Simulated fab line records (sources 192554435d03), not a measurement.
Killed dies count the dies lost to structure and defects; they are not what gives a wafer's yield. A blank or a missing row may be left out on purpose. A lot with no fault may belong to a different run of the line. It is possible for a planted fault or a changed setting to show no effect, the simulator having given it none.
Chamber matching	flow n5_finfet	4 sister chambers for N5_FIN_CUT_CUT_ETCH_28 on rie_si-06
The step etches Si in HBr/Cl2/O2, target depth 6 nm, time 2.4 s. 8 wafers are shown with their chamber, then 7 later ones without.

WAFERS, EACH WITH ITS CHAMBER
wafer	chamber	drypump_motor_current_A (A)	oes_product_au (a.u.)
L081.1	3	5.1	1.014
L087.4	2	5.4	0.984
L087.5	1	5.4	0.975
L090.1	0	5.8	0.996
L090.2	2	5.4	0.975
L090.4	3	5.0	0.999
L091.1	1	5.4	0.973
L091.3	0	5.8	0.984

WAFERS WHOSE CHAMBER IS MISSING
wafer	drypump_motor_current_A (A)	oes_product_au (a.u.)
L091.6	5.8	0.996
L093.1	5.4	0.979
L093.3	5.8	1.000
L093.5	5.1	1.010
L094.1	5.5	0.979
L094.2	5.8	1.005
L094.5	5.5	0.973

CHAMBER TAKEN BY EACH
wafer	from the rows above	in truth
L091.6	0	0
L093.1	can't be placed: 2 or 1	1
L093.3	0	0
L093.5	3	3
L094.1	can't be placed: 2 or 1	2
L094.2	0	0
L094.5	can't be placed: 1 or 2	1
Placed correctly: 4 of 7. These rows do not allow placing 3 (true chamber among the candidates in 3). Wrongly placed: 0.
How it was worked out, from the rows above alone: a wafer's distance from a chamber is the root of the sum, over the readings, of the square of ((its reading less the chamber's mean) divided by the reading's scatter). If the next closest chamber is less than 2 further off than the closest, the wafer can't be placed; otherwise it belongs to the closest. The mean given for a chamber averages the wafers shown for that chamber. The scatter is the square root of a quotient: the sum, over the shown wafers, of each reading's squared deviation from its chamber's mean, divided by wafers minus chambers.
